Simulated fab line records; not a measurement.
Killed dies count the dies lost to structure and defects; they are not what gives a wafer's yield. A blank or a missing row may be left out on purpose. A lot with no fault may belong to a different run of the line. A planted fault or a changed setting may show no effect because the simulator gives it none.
Code-filled problem report in 8D (eight disciplines) form ; flow nand harc ; the parts of the form that need people (team, actions taken, sign-off) are left out

## 1. WHAT IS WRONG
Mean of killed at array at NHARC_END_SORT_01: 668 across 4 wafers in 3 lots; on wafers with no fault it is 58 (standard deviation 15). That is +41 standard deviations from the usual mean.
Seen first at day 30 12:47 on prober-01, wafer L250.2. The record holds 7 wafers of 3 lots with a number at this step. By rule, "out" or "out of limits" means more than 4 standard deviations away from the usual mean. The rest of the wafers with a number are treated as sound.

## 2. WHAT IT IS; WHAT IT IS NOT
question;is;is not
which readings at this step;killed at array, killed dies;killed at other, killed at periphery, killed short
which lots;L248, L249, L250;-
which wafers of those lots;L248.2, L249.2, L250.2, L250.5;L248.1, L248.3, L249.3
read on which gauges;prober-01, prober-02;-
when;from day 30 12:47;"up to then (1 sound wafer); but 2 sound wafers of L248, L249 came after"

## 3. SUSPECTS, AND WHAT RULES EACH OUT
Counting: any tool at a process step up to the reading remains a suspect provided it ran every lot that is out. Sound lots after the first of them don't rule it out here, since some wafers of a struck lot are sound.
- the gauge at NHARC_END_SORT_01 has been ruled out. 2 gauges (prober-01, prober-02) read the wafers that are out.
- pecvd-04 at NHARC_A_CONTACT_DEP_58 (deposits SiON, target thk 90 nm): kept. It ran every lot that is out, first L250 (day 27 22:16).
After counting, what remains is pecvd-04 at NHARC_A_CONTACT_DEP_58.

## 4. THE CAUSE (what the simulator had put in)
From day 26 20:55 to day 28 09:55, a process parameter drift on pecvd-04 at NHARC_A_CONTACT_DEP_58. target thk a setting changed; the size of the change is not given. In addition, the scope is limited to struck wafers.
Counting left only this tool.

## 5. THE EFFECT CHAIN, in route order
Rows list readings where the struck wafers' mean (over those with a number) sits beyond 3 standard deviations from the usual. Readings are gone through only where the record gives a usual standard deviation; hours: the median, over the lots, of the time from a lot's start at the first step in this table giving one to that lot's start at this step; sigmas: the change measured in usual standard deviations.
hours;step;reading;usual;on struck wafers;change;sigmas
0;NHARC_END_SORT_01;killed at array;58;668;+610;+41
0;NHARC_END_SORT_01;killed dies;62;672;+610;+41

## 6. WHAT WOULD HAVE CAUGHT IT SOONER
In this record the first reading out of limits at a measuring or inspecting step was taken at day 30 12:47, 88 hours after the fault began at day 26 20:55.
An alarm limit of 4 standard deviations would not have fired on the tool readings at NHARC_A_CONTACT_DEP_58 for which the record gives a usual standard deviation, since none of them was out on any struck wafer.
Each of the lots that are out, 3 in all, had begun NHARC_A_CONTACT_DEP_58 on pecvd-04 no later than day 30 12:47. Had the tool been put on hold then, not one of them would have been saved.
